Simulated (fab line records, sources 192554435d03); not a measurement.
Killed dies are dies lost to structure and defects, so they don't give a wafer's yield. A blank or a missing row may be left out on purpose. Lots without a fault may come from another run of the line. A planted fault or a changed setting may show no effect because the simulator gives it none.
A struck lot beside a sound one | flow n5_finfet | 16 steps out of a route of 1938
Sound: wafers L129.1, L129.3, L129.6. Struck: wafer L120.1. (L120.6 of the same lot was not struck and is left out.) The cause comes at the end.
At each step with rows: each side's tool, then ch and its chambers, then its first start. Under that, the readings that differ: sound wafers | struck wafers | difference of the means | sigmas: that difference in standard deviations of wafers without a fault.
alike: readings whose means differ by less than 2 such deviations, and words and numbers that are the same on both sides. not compared: withheld readings, readings that some wafer has no value for, bounds like >300 that may hide the same value, and numbers for which the record gives no deviation and whose values overlap.
The two part at a step that has a row with sigmas, a row that says differs or no value, or rows on one side only. Numbers that don't overlap but have no deviation are shown without sigmas and don't part them. A reading that every wafer of one side lacks parts them only if that side has two wafers or more.

first, 4 steps without rows for these wafers: N5_MOL_CONTACT_COAG_SOFTBAKE_79 (time 60 s); N5_MOL_CONTACT_COAG_EXPOSE_81 (exposes mask VG, defocus 0 nm); N5_MOL_CONTACT_COAG_PEB_82 (peb time 60 s); N5_MOL_CONTACT_COAG_DEVELOP_83 (develop time 30 s).
N5_MOL_CONTACT_COAG_CD_MEAS_84: target cd 25.1 nm.
  sound on cd_sem-03 ch 0, day 10 04:34; struck on cd_sem-02 ch 0, day 7 23:51
  alike: cd_nm
N5_MOL_CONTACT_COAG_OVL_MEAS_85:
  sound on overlay-01 ch 0, day 10 04:35; struck on overlay-02 ch 0, day 7 23:53
  alike: VG_OVL
N5_MOL_CONTACT_COAG_INSPECT_57: inspects for defects (brightfield).
  sound on defect_inspect-02, day 10 04:39; struck on defect_inspect-02, day 7 23:56
  alike: raw_defect_count
N5_MOL_CONTACT_COAG_DESCUM_88: chemistry O2, time 7 s.
  sound on rie_diel-01 ch 0,3, day 10 04:41; struck on rie_diel-02 ch 3, day 8 01:04
  alike: drypump_motor_current_A, oes_product_au, rf_vpp_V, showerhead_plenum_p_Torr, throttle_valve_pct
  not compared: rf_hours_counter_h
N5_MOL_CONTACT_COAG_ETCH_89: etches underlayer in N2/H2, target depth 13 nm, time 10.4 s.
  sound on rie_diel-01 ch 0,3, day 10 04:43; struck on rie_diel-02 ch 3, day 8 01:07
  alike: drypump_motor_current_A, etch_rf_on_time_s, n2_flow_sccm, oes_product_au, rf_vpp_V, showerhead_plenum_p_Torr, throttle_valve_pct
  not compared: rf_hours_counter_h
N5_MOL_CONTACT_COAG_ETCH_90: etches SiARC in CF4, target depth 13 nm, time 21.7 s.
  sound on rie_diel-01 ch 0,3, day 10 04:44; struck on rie_diel-02 ch 3, day 8 01:08
  alike: drypump_motor_current_A, etch_rf_on_time_s, oes_product_au, rf_vpp_V, showerhead_plenum_p_Torr, throttle_valve_pct
  not compared: rf_hours_counter_h
N5_MOL_CONTACT_COAG_ALD_131: deposits SiO2, target thk 5 nm, pulse time 1 s, co reactant pulse time 1 s.
  sound on ald_sin-03 ch 0,1,2, day 10 04:49; struck on ald_sin-04 ch 3, day 8 01:13
  alike: heater_power_w, precursor_pulse_height_rel
N5_MOL_CONTACT_COAG_ETCHBACK_132: etches SiO2 in CHF3, target depth 10 nm, time 6.7 s.
  sound on rie_diel-01 ch 0,1,3, day 10 05:00; struck on rie_diel-06 ch 3, day 8 01:23
  reading                | sound             | struck | difference | sigmas
  throttle_valve_pct (%) | 18.75 18.79 18.79 | 18.27  | -0.51      | -2
  alike: drypump_motor_current_A, oes_f_703_au, oes_product_au, rf_vpp_V, showerhead_plenum_p_Torr
  not compared: rf_hours_counter_h
N5_MOL_CONTACT_COAG_ETCH_91: etches SOC in N2/H2, target depth 60 nm, overetch 21 nm, time 101.2 s.
  sound on rie_diel-01 ch 0,1,3, day 10 05:02; struck on rie_diel-06 ch 3, day 8 01:26
  reading                                             | sound     | struck | difference | sigmas
  model.SiARC_of_MOL_CONTACT_COAG_COAT_76.thk_nm (nm) | 5.8 5.8 6 | 4      | -2         |
  alike: drypump_motor_current_A, n2_flow_sccm, oes_product_au, rf_vpp_V, showerhead_plenum_p_Torr, throttle_valve_pct
  not compared: rf_hours_counter_h
then, 1 step without rows for these wafers: N5_MOL_CONTACT_COAG_STRIP_92 (strips in N2/H2).
-- the record jumps here: 3 days lie between the struck wafers' starts before and after (it left off in module MOL_CONTACT_COAG and takes up again in module BEOL_M4, whose first step shown is number 1111 of the route) --
N5_BEOL_M4_RC_MEAS_101:
  sound on prober-02 ch 0, day 13 17:04; struck on prober-01 ch 0, day 10 21:54
  reading       | sound          | struck | difference | sigmas
  SS_N (mV/dec) | 70.9 70.3 70.6 | 71.9   | +1.3       | +2
  alike: DIBL_N, DIBL_P, IOFF_N, IOFF_P, ION_N, ION_P, SS_P, VT_N, VT_P
then, 1 step without rows for these wafers: N5_PASSIVATION_PROBE_49.

WHERE THEY PART
First at N5_MOL_CONTACT_COAG_ETCHBACK_132; last, within this record, at N5_BEOL_M4_RC_MEAS_101.

WHY: what the simulator had put in
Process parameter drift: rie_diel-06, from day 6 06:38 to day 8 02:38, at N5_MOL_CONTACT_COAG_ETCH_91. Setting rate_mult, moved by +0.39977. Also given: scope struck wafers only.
